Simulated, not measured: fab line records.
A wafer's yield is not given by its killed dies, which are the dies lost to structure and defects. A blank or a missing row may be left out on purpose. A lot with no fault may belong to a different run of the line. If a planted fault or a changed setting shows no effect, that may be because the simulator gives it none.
Matching of chambers :: flow nand-harc :: NHARC_HYBRID_BOND_ACTIVATE_00 on rie-diel-08 has 4 sister chambers
The step chemistry N2, time 60 s. 8 wafers are shown with their chamber, then 9 later ones without.

EACH WAFER AND ITS CHAMBER
wafer: L881.3
chamber: 2
oes-product-au (a.u.): 1.002
rf-vpp-V (V): 64.8

wafer: L884.5
chamber: 0
oes-product-au (a.u.): 1.005
rf-vpp-V (V): 65.9

wafer: L885.2
chamber: 2
oes-product-au (a.u.): 0.993
rf-vpp-V (V): 63.4

wafer: L886.1
chamber: 3
oes-product-au (a.u.): 1.015
rf-vpp-V (V): 63.7

wafer: L886.5
chamber: 1
oes-product-au (a.u.): 1.004
rf-vpp-V (V): 63.2

wafer: L894.1
chamber: 1
oes-product-au (a.u.): 1.005
rf-vpp-V (V): 63.9

wafer: L894.2
chamber: 0
oes-product-au (a.u.): 0.998
rf-vpp-V (V): 63.6

wafer: L894.6
chamber: 3
oes-product-au (a.u.): 0.999
rf-vpp-V (V): 62.3

WAFERS WITHOUT THEIR CHAMBER
wafer: L895.2
oes-product-au (a.u.): 1.013
rf-vpp-V (V): 64.1

wafer: L895.4
oes-product-au (a.u.): 1.009
rf-vpp-V (V): 63.1

wafer: L895.5
oes-product-au (a.u.): 0.992
rf-vpp-V (V): 62.8

wafer: L898.1
oes-product-au (a.u.): 0.998
rf-vpp-V (V): 64.1

wafer: L898.3
oes-product-au (a.u.): 1.003
rf-vpp-V (V): 65.3

wafer: L898.6
oes-product-au (a.u.): 0.986
rf-vpp-V (V): 64.9

wafer: L901.1
oes-product-au (a.u.): 1.001
rf-vpp-V (V): 63.4

wafer: L901.2
oes-product-au (a.u.): 1.005
rf-vpp-V (V): 65.7

wafer: L901.3
oes-product-au (a.u.): 0.997
rf-vpp-V (V): 62.2

WHICH CHAMBER EACH WENT THROUGH
wafer: L895.2
from the rows above: can't be placed: 3 or 1 or 0 or 2
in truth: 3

wafer: L895.4
from the rows above: can't be placed: 3 or 1 or 0 or 2
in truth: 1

wafer: L895.5
from the rows above: can't be placed: 2 or 1 or 3 or 0
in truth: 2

wafer: L898.1
from the rows above: can't be placed: 2 or 0 or 1 or 3
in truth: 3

wafer: L898.3
from the rows above: can't be placed: 0 or 2 or 1 or 3
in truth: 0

wafer: L898.6
from the rows above: can't be placed: 2 or 0 or 1 or 3
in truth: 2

wafer: L901.1
from the rows above: can't be placed: 1 or 2 or 3 or 0
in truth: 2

wafer: L901.2
from the rows above: can't be placed: 0 or 2 or 1 or 3
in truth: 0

wafer: L901.3
from the rows above: can't be placed: 3 or 1 or 2 or 0
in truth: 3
Placed correctly: 0 of 9. From these rows, 9 cannot be placed; in 9 the true chamber is one of the candidates. 0 placed wrongly.
How it was worked out, from the rows above alone: a wafer's distance from a chamber is the root of the sum, over the readings, of the square of ((its reading less the chamber's mean) divided by the reading's scatter). The wafer belongs to the nearest chamber; if the next one is less than 2 further off, it can't be placed. The mean given for a chamber averages the wafers shown for that chamber. How the scatter is found: for the shown wafers, subtract from each reading the mean of its chamber, square and add these, divide the total by (wafers less chambers), then take the root.
